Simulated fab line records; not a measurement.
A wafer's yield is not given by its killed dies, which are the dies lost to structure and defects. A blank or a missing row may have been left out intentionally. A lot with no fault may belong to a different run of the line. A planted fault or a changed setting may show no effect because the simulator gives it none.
fab line records	flow n5_finfet
record lots=7	wafers=39
route steps=1938 shown FIN_SAQP@130 SDB@368 MOL_CONTACT_COAG@586 BEOL_M5@1160 BEOL_M9@1419
start_h: start of the lot's first displayed wafer, in hours after the record's first day	wait_h: how many hours have passed since the lot's step before this one	" unchanged from the row above	L1.1+2: several wafers, shown together as one row	- either no value or no given start	* or withheld: withheld	< > ~ a bound
route shown NAME@n: names a module that has steps shown in the file, with the first one's number in the route	usual: the fault-free wafers' mean and standard deviation	same: alike in all rows	chamber/n: place in a boat	sites: each site's reading	_std_site: standard deviation across them	_edge_site: inner sites' mean taken away from outer sites' mean	radius_mm: how far each site lies from the wafer's centre	mask NAME#n: copy n	behind: the tool/chamber that last shaped the wafer	hold: cause of the lot's hold/its duration in hours/its outcome	device: the transistor (n, p or np) that didn't switch	end of line: tests run on the same wafers once the route is complete	step lacking rows: just its recipe	killed: not the wafer's yield, but the dies lost to structure and defects at the first sort	map: per-die view of a wafer (x killed, . not killed, _ where there is no die)
set.NAME: setting as actually run; set.NAME@STEP: the setting as run at that earlier step	model.NAME: the simulator's own value behind a step, which no gauge read
one table per step and one row per wafer, for lots whose settings were changed on purpose
## steps
# step N5_FIN_SAQP_ETCH_65
# recipe chemistry=CF4	target=SiO2	target_depth_a=40	ion_energy_ev=350	time_s=4.4	pressure_mtorr=10	icp_w=800	bias_w=400	cf4_flow_sccm=80
lot.wafer	tool	chamber	start_h	wait_h	set.time_s	model.etch.depth_nm
L076.1	rie_si-02	0	37.57	0.1	7.026	6.407
L076.2	"	2	"	"	4.4	3.744
L076.3	"	3	"	"	4.4	3.966
L076.4	"	1	"	"	4.4	3.703
L076.5	"	2	"	"	7.026	6.063
L076.6	"	1	"	"	7.026	5.937
L077.1	rie_si-01	3	45.12	0.1	6.388	6.236
L077.2	"	0	"	"	4.4	4.195
L077.3	"	2	"	"	4.4	4.007
L077.4	"	3	"	"	4.4	4.25
L077.5	"	0	"	"	6.388	6.05
L077.6	"	2	"	"	6.388	5.783
L078.2	rie_si-01	3	48.63	0.1	4.4	4.264
L078.3	"	2	"	"	4.4	4.013
L078.5	"	2	"	"	4.4	4.002
L088.1	rie_si-01	3	109.63	0.1	4.4	4.189
L088.2	"	2	"	"	4.4	3.989
L088.3	"	0	"	"	4.4	4.186
L088.4	"	1	"	"	4.4	4.132
L088.5	"	0	"	"	4.4	4.194
L088.6	"	3	"	"	4.4	4.17
L089.1	rie_si-01	0	115.44	0.1	6.271	5.981
L089.2	"	2	"	"	4.4	4.004
L089.3	"	1	"	"	6.271	5.974
L089.4	"	3	"	"	6.271	6.035
L089.5	"	3	"	"	4.4	4.209
L089.6	"	2	"	"	4.4	4.036
L092.1	rie_si-02	2	132.34	0.1	3.017	2.643
L092.2	"	3	"	"	4.4	4.011
L092.3	"	0	"	"	4.4	3.911
L092.4	"	1	"	"	3.017	2.56
L092.5	"	1	"	"	4.4	3.732
L092.6	"	0	"	"	3.017	2.709
L095.1	rie_si-02	0	150.79	0.1	3.285	2.953
L095.2	"	1	"	"	3.285	2.752
L095.3	"	3	"	"	4.4	3.962
L095.4	"	2	"	"	3.285	2.879
L095.5	"	3	"	"	4.4	3.975
L095.6	"	2	"	"	4.4	3.876
# step N5_SDB_ETCH_25
# recipe chemistry=C4F6/O2	target=SiO2	target_depth_a=100	time_s=3.3	ion_energy_ev=250	mask_material=SiNx	pressure_mtorr=30	source_w=345	bias_w=185	Ar_flow_sccm=300	C4F6_flow_sccm=10	O2_flow_sccm=10
lot.wafer	tool	chamber	start_h	wait_h	set.time_s	model.etch.depth_nm
L076.1	rie_diel-03	2	78.99	0.4	3.3	10.28
L076.2	"	3	"	"	2.76	8.395
L076.3	"	1	"	"	3.3	10.73
L076.4	"	0	"	"	2.76	8.235
L076.5	"	0	"	"	3.3	9.909
L076.6	"	1	"	"	2.76	8.932
L077.1	rie_diel-01	3	88.67	0.0	3.3	10.17
L077.2	"	1	"	"	3.3	9.89
L077.3+6	"	0	"	"	3.3	10.16
L077.4	"	2	"	"	3.3	9.842
L077.5	"	3	"	"	3.3	10.11
L078.2	rie_diel-03	2	90.79	0.3	3.3	10.38
L078.3	"	0	"	"	3.3	9.866
L078.5	"	1	"	"	3.3	10.65
L088.1	rie_diel-03	3	153.34	0.0	2.622	8
L088.2	"	1	"	"	3.3	10.59
L088.3	"	0	"	"	3.3	9.704
L088.4	"	2	"	"	2.622	8.204
L088.5	"	2	"	"	3.3	10.3
L088.6	"	3	"	"	2.622	7.984
L089.1	rie_diel-03	0	158.59	0.0	2.334	6.844
L089.2	"	1	"	"	3.3	10.57
L089.3	"	3	"	"	2.334	7.049
L089.4	"	2	"	"	3.3	10.15
L089.5	"	1	"	"	2.334	7.514
L089.6	"	0	"	"	3.3	9.644
L092.1	rie_diel-03	0	173.53	0.2	3.3	9.929
L092.2	"	1	"	"	3.3	10.74
L092.3	"	3	"	"	3.3	10.07
L092.4	"	2	"	"	3.3	10.38
L092.5	"	0	"	"	3.3	9.876
L092.6	"	1	"	"	3.3	10.73
L095.1	rie_diel-03	2	192.28	0.8	1.787	5.575
L095.2	"	3	"	"	1.787	5.391
L095.3	"	0	"	"	3.3	9.835
L095.4	"	3	"	"	3.3	9.904
L095.5	"	2	"	"	1.787	5.605
L095.6	"	0	"	"	3.3	9.944
# step N5_MOL_CONTACT_COAG_VIA_ETCH_46
# recipe chemistry=C4F6/O2	target_depth_a=460	overetch_a=92	mask_material=SOC	target=SiO2	bias_w=455	pressure_mtorr=10	time_s=40	source_w=325	Ar_flow_sccm=300	C4F6_flow_sccm=10	O2_flow_sccm=10	ion_energy_ev=575.3	ends=end_point
lot.wafer	tool	chamber	start_h	wait_h	set.target_depth_a	model.SOC_of_MOL_CONTACT_COAG_COAT_75.thk_nm
L076.1+6	rie_diel-01	2	114.36	0.0	695.7	48.4
L076.2	"	3	"	"	460	50.8
L076.3	"	0	"	"	695.7	47.4
L076.4+5	"	1	"	"	460	50.6
L077.1	rie_diel-04	3	118.98	0.0	460	50.6
L077.2	"	0	"	"	460	50.8
L077.3+5	"	2	"	"	285.9	52.6
L077.4	"	1	"	"	285.9	52.8
L077.6	"	3	"	"	460	50.4
L078.2+3	rie_diel-01	3,2	121.08	0.0	460	50.8
L078.5	"	0	"	"	460	50
L088.1	rie_diel-01	1	184.77	0.0	677.6	48
L088.2	"	2	"	"	677.6	48.2
L088.3	"	0	"	"	677.6	47.6
L088.4+6	"	3,1	"	"	460	51
L088.5	"	0	"	"	460	50.6
L089.1+6	rie_diel-03	0	193.94	0.0	460	50.8
L089.2	"	3	"	"	723.6	48
L089.3	"	2	"	"	723.6	47.4
L089.4	"	2	"	"	460	50.4
L089.5	"	3	"	"	723.6	48.2
L092.1+3	rie_diel-01	0,1	205.52	0.0	460	50.4
L092.2	"	2	"	"	460	50.6
L092.4+6	"	3	"	"	460	50.8
L092.5	"	0	"	"	460	50.2
L095.1+5	rie_diel-03	3	226.72	0.0	460	51.4
L095.2+3	"	2,1	"	"	460	50.4
L095.4	"	0	"	"	460	51
L095.6	"	0	"	"	460	51.2
# step N5_BEOL_M5_TRENCH_ETCH_37
# recipe chemistry=C4F6/O2	target_depth_a=716.52	target=SiCOH_lowk	time_s=24.7	ion_energy_ev=250	pressure_mtorr=30	source_w=345	bias_w=185	Ar_flow_sccm=300	C4F6_flow_sccm=10	O2_flow_sccm=10
lot.wafer	tool	chamber	start_h	wait_h	set.time_s	model.BEOL_M5.feature_depth_nm	model.etch.depth_nm	model.TiN_of_BEOL_M5_HM_DEP_02.thk_nm
L076.1	rie_diel-02	2	-	-	10.28	29	28.99	19
L076.2	"	0	"	"	24.7	70.8	70.86	18
L076.3	"	1	"	"	10.28	30.2	30.14	19
L076.4	"	3	"	"	10.28	28.8	28.84	18.8
L076.5	"	2	"	"	24.7	69.6	69.68	18
L076.6	"	3	"	"	24.7	70.4	70.38	17.8
L077.1	rie_diel-05	2	-	-	31.45	93.2	93.21	17.2
L077.2	"	1	"	"	24.7	71.2	71.28	17.8
L077.3	"	0	"	"	31.45	90.4	90.45	17
L077.4	"	3	"	"	24.7	70	70.02	17.8
L077.5	"	1	"	"	31.45	90	90.04	17
L077.6	"	0	"	"	24.7	70.6	70.63	18
L078.2	rie_diel-05	3	-	-	24.7	69	69.04	17.6
L078.3	"	1	"	"	24.7	71	71.09	17.8
L078.5	"	3	"	"	24.7	69.4	69.49	17.4
L088.1	rie_diel-06	3	-	-	24.7	72.4	72.37	17.6
L088.2	"	2	"	"	18.9	57	56.91	18.4
L088.3	"	0	"	"	18.9	55.2	55.1	18.4
L088.4	"	2	"	"	24.7	74.4	74.44	18.2
L088.5	"	3	"	"	24.7	72.2	72.16	17.6
L088.6	"	0	"	"	18.9	55.2	55.26	18.4
L089.1	rie_diel-05	0	-	-	10.17	29	29.03	19.4
L089.2	"	1	"	"	10.17	28.4	28.43	19.2
L089.3	"	2	"	"	10.17	29.4	29.32	19
L089.4	"	3	"	"	24.7	68.6	68.69	18.4
L089.5	"	1	"	"	24.7	69.4	69.34	18.2
L089.6	"	2	"	"	24.7	72	71.96	18.4
L092.1	rie_diel-05	0	-	-	24.7	70.4	70.47	17.6
L092.2	"	3	"	"	24.7	69	68.91	17.8
L092.3	"	2	"	"	38.3	111.2	111.3	17
L092.4	"	1	"	"	38.3	109	109.1	16.4
L092.5	"	0	"	"	38.3	109.2	109.2	17
L092.6	"	1	"	"	24.7	70.4	70.44	17.6
L095.1	rie_diel-02	2	-	-	24.7	68.2	68.19	17.8
L095.2	"	0	"	"	24.7	70.8	70.81	17.2
L095.3	"	3	"	"	24.7	70.2	70.17	17.8
L095.4	"	1	"	"	24.7	71	71.05	17.8
L095.5	"	0	"	"	24.7	70.6	70.57	17.6
L095.6	"	3	"	"	24.7	70	70.05	17.6
# step N5_BEOL_M5_ETCH_41
# recipe chemistry=CH3F/O2	target=SiCN	target_depth_a=315	taper_deg=2	time_s=56.7	ion_energy_ev=120	mask_material=TiN	pressure_mtorr=30	source_w=395	bias_w=75	Ar_flow_sccm=150	CH3F_flow_sccm=30	O2_flow_sccm=20
# step N5_BEOL_M5_STRIP_91
# recipe chemistry=N2/H2	time_s=10	power_w=450	temp_c=40	pressure_mtorr=20	rf_frequency_hz=6e+07	bias_power_w=7	n2_flow_sccm=200	h2_flow_sccm=200
# step N5_BEOL_M5_OCD_MEAS_38
# usual trench_depth_nm=70.9/1.5
lot.wafer	tool	chamber	start_h	wait_h	set.time_s@BEOL_M5_TRENCH_ETCH_37	trench_depth_nm
L076.1	ocd-02	-	178.58	-	10.28	28.3
L076.2	"	-	"	"	24.7	70.6
L076.3	"	-	"	"	10.28	30.2
L076.4	"	-	"	"	10.28	28.7
L076.5	"	-	"	"	24.7	69.7
L076.6	"	-	"	"	24.7	70.3
L077.1	ocd-01	-	187.85	-	31.45	92.9
L077.2	"	-	"	"	24.7	71.8
L077.3	"	-	"	"	31.45	90.7
L077.4	"	-	"	"	24.7	70.4
L077.5	"	-	"	"	31.45	89.9
L077.6	"	-	"	"	24.7	70.3
L078.2	ocd-02	-	194.11	-	24.7	68.7
L078.3	"	-	"	"	24.7	71.2
L078.5	"	-	"	"	24.7	69.8
L088.1	ocd-01	-	256.52	-	24.7	71.9
L088.2	"	-	"	"	18.9	57.2
L088.3	"	-	"	"	18.9	55.7
L088.4	"	-	"	"	24.7	74.4
L088.5	"	-	"	"	24.7	72.0
L088.6	"	-	"	"	18.9	55.3
L089.1	ocd-01	-	256.81	-	10.17	29.2
L089.2	"	-	"	"	10.17	27.9
L089.3	"	-	"	"	10.17	29.0
L089.4	"	-	"	"	24.7	69.2
L089.5	"	-	"	"	24.7	69.5
L089.6	"	-	"	"	24.7	71.9
L092.1	ocd-02	-	274.05	-	24.7	70.5
L092.2	"	-	"	"	24.7	68.5
L092.3	"	-	"	"	38.3	111.3
L092.4	"	-	"	"	38.3	108.7
L092.5	"	-	"	"	38.3	109.2
L092.6	"	-	"	"	24.7	71.0
L095.1	ocd-01	-	299.44	-	24.7	68.0
L095.2	"	-	"	"	24.7	71.0
L095.3	"	-	"	"	24.7	70.3
L095.4	"	-	"	"	24.7	71.1
L095.5	"	-	"	"	24.7	71.0
L095.6	"	-	"	"	24.7	70.4
# step N5_BEOL_M5_HM_STRIP_39
# recipe chemistry=peroxide_tin_strip	material=TiN	target_depth_a=250	temp_c=50	time_s=158
# step N5_BEOL_M5_SRD_40
# recipe time_s=30	temp_c=23	rinse_liquid=diw	dry=ipa_marangoni
# step N5_BEOL_M5_ECD_50
# recipe material=Cu	target_thk_a=3000
# step N5_BEOL_M5_ANNEAL_51
# recipe temp_c=225	time_s=90	ambient=N2
# step N5_BEOL_M5_CMP_52
# recipe stop_on=SiCOH_lowk	t_overpolish_s=6.9	down_force_psi=1	platen_rpm=50	clearing_platen_down_force_psi=1.5	clearing_platen_rpm=50	post_cmp_clean=cu_alkaline	target_thk_nm=62	clearing_platen_pad_velocity_m_s=0.99484	pad_velocity_m_s=0.99484
lot.wafer	tool	chamber	start_h	wait_h	set.time_s@BEOL_M5_TRENCH_ETCH_37	model.Cu_of_BEOL_M5_ECD_50.thk_nm
L076.1	cmp-01	3	185.34	0.4	10.28	16.8
L076.3	"	0	"	"	10.28	20.4
L076.4	"	1	"	"	10.28	18.4
L076.2	"	2	"	"	24.7	61.4
L076.6	"	3	"	"	24.7	59.4
L076.5	"	0	"	"	24.7	60.4
L077.2	cmp-01	1	194.45	0.4	24.7	61.2
L077.4	"	2	"	"	24.7	59.6
L077.3	"	3	"	"	31.45	78.4
L077.1	"	0	"	"	31.45	83.8
L077.5	"	1	"	"	31.45	79.8
L077.6	"	2	"	"	24.7	60.4
L078.3	cmp-01	0	200.73	0.2	24.7	60.2
L078.2	"	1	"	"	24.7	59.2
L078.5	"	0	"	"	24.7	60.8
L088.2	cmp-01	3	262.86	0.2	18.9	44.8
L088.1	"	0	"	"	24.7	62.2
L088.4	"	1	"	"	24.7	63
L088.3	"	2	"	"	18.9	43.6
L088.6	"	3	"	"	18.9	42.2
L088.5	"	0	"	"	24.7	62.8
L089.1	cmp-01	3	264.74	0.3	10.17	18.6
L089.3	"	0	"	"	10.17	21.8
L089.4	"	1	"	"	24.7	58.8
L089.2	"	2	"	"	10.17	18.8
L089.5	"	3	"	"	24.7	58.4
L089.6	"	0	"	"	24.7	62.8
L092.2	cmp-02	3	282.06	0.2	24.7	59.2
L092.4	"	0	"	"	38.3	99.6
L092.1	"	1	"	"	24.7	62.6
L092.3	"	2	"	"	38.3	102.4
L092.5	"	3	"	"	38.3	100.8
L092.6	"	0	"	"	24.7	60.6
L095.1	cmp-04	1	305.52	0.3	24.7	58.2
L095.4	"	2	"	"	24.7	63.4
L095.3	"	3	"	"	24.7	61.2
L095.2	"	0	"	"	24.7	61.8
L095.5	"	1	"	"	24.7	60.8
L095.6	"	2	"	"	24.7	62
# step N5_BEOL_M5_THK_MEAS_53
# recipe thk_meas_gauge=xrf	reads=Cu_of_BEOL_M5_ECD_50
# usual M5_THK=61.3/1.8
lot.wafer	tool	chamber	start_h	wait_h	set.time_s@BEOL_M5_TRENCH_ETCH_37	M5_THK[nm]
L076.1	film_metro-01	-	185.63	-	10.28	16.8
L076.2	"	-	"	"	24.7	61.4
L076.3	"	-	"	"	10.28	20.4
L076.4	"	-	"	"	10.28	18.4
L076.5	"	-	"	"	24.7	60.2
L076.6	"	-	"	"	24.7	59.4
L077.1	film_metro-01	-	194.75	-	31.45	84.7
L077.2	"	-	"	"	24.7	61.6
L077.3	"	-	"	"	31.45	78.9
L077.4	"	-	"	"	24.7	60.2
L077.5	"	-	"	"	31.45	80.5
L077.6	"	-	"	"	24.7	61.1
L078.2	film_metro-02	-	201.02	-	24.7	60.1
L078.3	"	-	"	"	24.7	60.7
L078.5	"	-	"	"	24.7	61.8
L088.1	film_metro-01	-	263.15	-	24.7	63.0
L088.2	"	-	"	"	18.9	45.0
L088.3	"	-	"	"	18.9	44.0
L088.4	"	-	"	"	24.7	63.4
L088.5	"	-	"	"	24.7	63.4
L088.6	"	-	"	"	18.9	42.6
L089.1	film_metro-02	-	265.04	-	10.17	18.7
L089.2	"	-	"	"	10.17	18.9
L089.3	"	-	"	"	10.17	22.1
L089.4	"	-	"	"	24.7	59.6
L089.5	"	-	"	"	24.7	59.1
L089.6	"	-	"	"	24.7	63.8
L092.1	film_metro-02	-	282.36	-	24.7	62.9
L092.2	"	-	"	"	24.7	59.4
L092.3	"	-	"	"	38.3	103.2
L092.4	"	-	"	"	38.3	100.2
L092.5	"	-	"	"	38.3	101.6
L092.6	"	-	"	"	24.7	61.0
L095.1	film_metro-02	-	305.82	-	24.7	58.6
L095.2	"	-	"	"	24.7	62.3
L095.3	"	-	"	"	24.7	61.8
L095.4	"	-	"	"	24.7	63.5
L095.5	"	-	"	"	24.7	61.2
L095.6	"	-	"	"	24.7	62.4
# step N5_BEOL_M9_ETCH_62
# recipe chemistry=N2/H2	target=SOC	target_depth_a=1100	overetch_a=220	mask_material=SiARC	temp_c=40	time_s=165	ion_energy_ev=200	pressure_mtorr=30	source_w=840	bias_w=150	n2_flow_sccm=200	h2_flow_sccm=200
lot.wafer	tool	chamber	start_h	wait_h	set.time_s	model.SiARC_of_BEOL_M9_COAT_60.thk_nm
L076.1	rie_diel-02	1	211.38	0.0	112.6	25.6
L076.2+6	"	3	"	"	165	23.8
L076.3+5	"	2	"	"	112.6	25.8
L076.4	"	0	"	"	165	23.2
L077.1	rie_diel-06	1	223.81	0.0	165	24
L077.2	"	3	"	"	165	23.4
L077.3	"	2	"	"	107.9	25.4
L077.4+5	"	0,3	"	"	107.9	25.6
L077.6	"	2	"	"	165	23
L078.2+5	rie_diel-02	1	229.39	0.0	165	23.6
L078.3	"	0	"	"	165	23.4
L089.1+4	rie_diel-02	3,1	290.29	0.0	165	23.8
L089.2	"	2	"	"	165	24
L089.3	"	0	"	"	223.4	21
L089.5	"	2	"	"	223.4	22
L089.6	"	1	"	"	223.4	21.4
L088.1+4	rie_diel-05	1,3	293.14	0.0	241.9	20.6
L088.2+5+6	"	0,0,1	"	"	165	23.4
L088.3	"	3	"	"	241.9	20.8
L092.1	rie_diel-06	2	309.28	0.0	165	23
L092.2	"	3	"	"	165	23.6
L092.3	"	0	"	"	165	23.4
L092.4+6	"	1	"	"	165	23.8
L092.5	"	2	"	"	165	23.2
L095.1	rie_diel-02	0	333.57	0.0	258.8	19.4
L095.2	"	3	"	"	165	23.8
L095.3+6	"	2	"	"	165	24
L095.4	"	1	"	"	258.8	20.2
L095.5	"	1	"	"	258.8	20
# step N5_BEOL_M9_STRIP_68
# recipe chemistry=N2/H2	temp_c=40	n2_flow_sccm=200	h2_flow_sccm=200	rf_frequency_hz=6e+07
# step N5_BEOL_M9_STRIP_67
# recipe chemistry=CF4	resist=SiARC	power_w=300	bias_power_w=75	pressure_mtorr=50	cf4_flow_sccm=150	rf_frequency_hz=6e+07
# step N5_BEOL_M9_HM_OPEN_17
# recipe chemistry=Cl2/BCl3	target_depth_a=200	overetch_a=60	target=TiN	mask_material=SOC	ion_energy_ev=150	pressure_mtorr=10	icp_w=1000	bias_w=126	Cl2_flow_sccm=53.25	bcl3_flow_sccm=21.75	Ar_flow_sccm=25
lot.wafer	tool	chamber	start_h	wait_h	set.time_s@BEOL_M9_ETCH_62	model.etch.depth_nm
L076.1	rie_metal-01	1	211.57	0.0	112.6	19.92
L076.2	"	0	"	"	165	19.56
L076.3	"	1	"	"	112.6	19.97
L076.4	"	0	"	"	165	19.88
L076.5	"	0	"	"	112.6	19.74
L076.6	"	1	"	"	165	19.87
L077.1	rie_metal-03	1	224.00	0.0	165	20.33
L077.2	"	0	"	"	165	20.05
L077.3	"	1	"	"	107.9	20.28
L077.4	"	0	"	"	107.9	20.08
L077.5	"	0	"	"	107.9	20.06
L077.6	"	1	"	"	165	20.27
L078.2	rie_metal-02	1	229.59	0.0	165	20.19
L078.3	"	0	"	"	165	20.08
L078.5	"	0	"	"	165	20.44
L089.1	rie_metal-01	1	290.48	0.0	165	19.89
L089.2	"	0	"	"	165	20.1
L089.3	"	0	"	"	223.4	14.61
L089.4	"	1	"	"	165	19.94
L089.5	"	1	"	"	223.4	14.46
L089.6	"	0	"	"	223.4	14.2
L088.1	rie_metal-03	1	293.32	0.0	241.9	13.05
L088.2	"	0	"	"	165	20.48
L088.3	"	0	"	"	241.9	13.35
L088.4	"	1	"	"	241.9	13.23
L088.5	"	1	"	"	165	20.4
L088.6	"	0	"	"	165	20.35
L092.1	rie_metal-02	1	309.47	0.0	165	20.07
L092.2	"	1	"	"	165	19.87
L092.3	"	1	"	"	165	19.68
L092.4	"	1	"	"	165	19.9
L092.5	"	1	"	"	165	19.66
L092.6	"	1	"	"	165	19.62
L095.1	rie_metal-02	1	333.76	0.0	258.8	11.05
L095.2	"	0	"	"	165	19.98
L095.3	"	0	"	"	165	20.11
L095.4	"	1	"	"	258.8	10.73
L095.5	"	1	"	"	258.8	10.7
L095.6	"	0	"	"	165	19.89
# step N5_BEOL_M9_STRIP_19
# recipe chemistry=O2	power_w=400	temp_c=40	pressure_mtorr=30	rf_frequency_hz=6e+07	bias_power_w=0	overash_fraction=0.2	o2_flow_sccm=225
# step N5_BEOL_M9_ETCH_41
# recipe chemistry=CH3F/O2	target=SiCN	target_depth_a=366	taper_deg=2	time_s=70.1	ion_energy_ev=120	mask_material=TiN	pressure_mtorr=30	source_w=395	bias_w=75	Ar_flow_sccm=150	CH3F_flow_sccm=30	O2_flow_sccm=20
# step N5_BEOL_M9_STRIP_80
# recipe chemistry=N2/H2	time_s=10	power_w=450	temp_c=40	pressure_mtorr=20	rf_frequency_hz=6e+07	bias_power_w=7	n2_flow_sccm=200	h2_flow_sccm=200
# step N5_BEOL_M9_OCD_MEAS_38
# usual trench_depth_nm=150/3.2
lot.wafer	tool	chamber	start_h	wait_h	set.time_s@BEOL_M9_ETCH_62	trench_depth_nm
L076.1	ocd-01	-	214.75	-	112.6	0
L076.2	"	-	"	"	165	151
L076.3	"	-	"	"	112.6	-
L076.4	"	-	"	"	165	151
L076.5	"	-	"	"	112.6	-
L076.6	"	-	"	"	165	150
L077.1	ocd-01	-	227.15	-	165	151
L077.2	"	-	"	"	165	149
L077.3	"	-	"	"	107.9	2
L077.4	"	-	"	"	107.9	-
L077.5	"	-	"	"	107.9	-
L077.6	"	-	"	"	165	149
L078.2	ocd-01	-	230.67	-	165	148
L078.3	"	-	"	"	165	149
L078.5	"	-	"	"	165	150
L089.1	ocd-02	-	291.72	-	165	149
L089.2	"	-	"	"	165	152
L089.3	"	-	"	"	223.4	145
L089.4	"	-	"	"	165	151
L089.5	"	-	"	"	223.4	147
L089.6	"	-	"	"	223.4	148
L088.1	ocd-02	-	296.34	-	241.9	150
L088.2	"	-	"	"	165	151
L088.3	"	-	"	"	241.9	158
L088.4	"	-	"	"	241.9	151
L088.5	"	-	"	"	165	156
L088.6	"	-	"	"	165	152
L092.1	ocd-02	-	313.57	-	165	151
L092.2	"	-	"	"	165	148
L092.3	"	-	"	"	165	145
L092.4	"	-	"	"	165	150
L092.5	"	-	"	"	165	151
L092.6	"	-	"	"	165	148
L095.1	ocd-01	-	336.27	-	258.8	149
L095.2	"	-	"	"	165	154
L095.3	"	-	"	"	165	149
L095.4	"	-	"	"	258.8	156
L095.5	"	-	"	"	258.8	148
L095.6	"	-	"	"	165	150
## key
split step=N5_FIN_SAQP_ETCH_65	setting=time_s	stated=4.4	by=wafer
response step=N5_FIN_SAQP_ETCH_65	reading=model.etch.depth_nm	change=+0.0411	per=1%	r=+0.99
split step=N5_SDB_ETCH_25	setting=time_s	stated=3.3	by=wafer
response step=N5_SDB_ETCH_25	reading=model.etch.depth_nm	change=+0.0989	per=1%	r=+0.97
split step=N5_MOL_CONTACT_COAG_VIA_ETCH_46	setting=target_depth_a	stated=460	by=wafer
response step=N5_MOL_CONTACT_COAG_VIA_ETCH_46	reading=model.SOC_of_MOL_CONTACT_COAG_COAT_75.thk_nm	change=-0.0533	per=1%	r=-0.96
split step=N5_BEOL_M5_TRENCH_ETCH_37	setting=time_s	stated=24.7	by=wafer
response step=N5_BEOL_M5_TRENCH_ETCH_37	reading=model.BEOL_M5.feature_depth_nm	change=+0.711	per=1%	r=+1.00
response step=N5_BEOL_M5_TRENCH_ETCH_37	reading=model.etch.depth_nm	change=+0.712	per=1%	r=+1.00
response step=N5_BEOL_M5_TRENCH_ETCH_37	reading=model.TiN_of_BEOL_M5_HM_DEP_02.thk_nm	change=-0.0172	per=1%	r=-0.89
response step=N5_BEOL_M5_OCD_MEAS_38	reading=trench_depth_nm	change=+0.713	per=1%	r=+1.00
response step=N5_BEOL_M5_CMP_52	reading=model.Cu_of_BEOL_M5_ECD_50.thk_nm	change=+0.717	per=1%	r=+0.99
response step=N5_BEOL_M5_THK_MEAS_53	reading=M5_THK	change=+0.723	per=1%	r=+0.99
split step=N5_BEOL_M9_ETCH_62	setting=time_s	stated=165	by=wafer
response step=N5_BEOL_M9_ETCH_62	reading=model.SiARC_of_BEOL_M9_COAT_60.thk_nm	change=-0.0658	per=1%	r=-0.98
response step=N5_BEOL_M9_HM_OPEN_17	reading=model.etch.depth_nm	shape=bent	at_lowest=20.14	at_stated=20.03	at_highest=10.83
response step=N5_BEOL_M9_OCD_MEAS_38	reading=trench_depth_nm	shape=bent	at_lowest=2	at_stated=150	at_highest=151
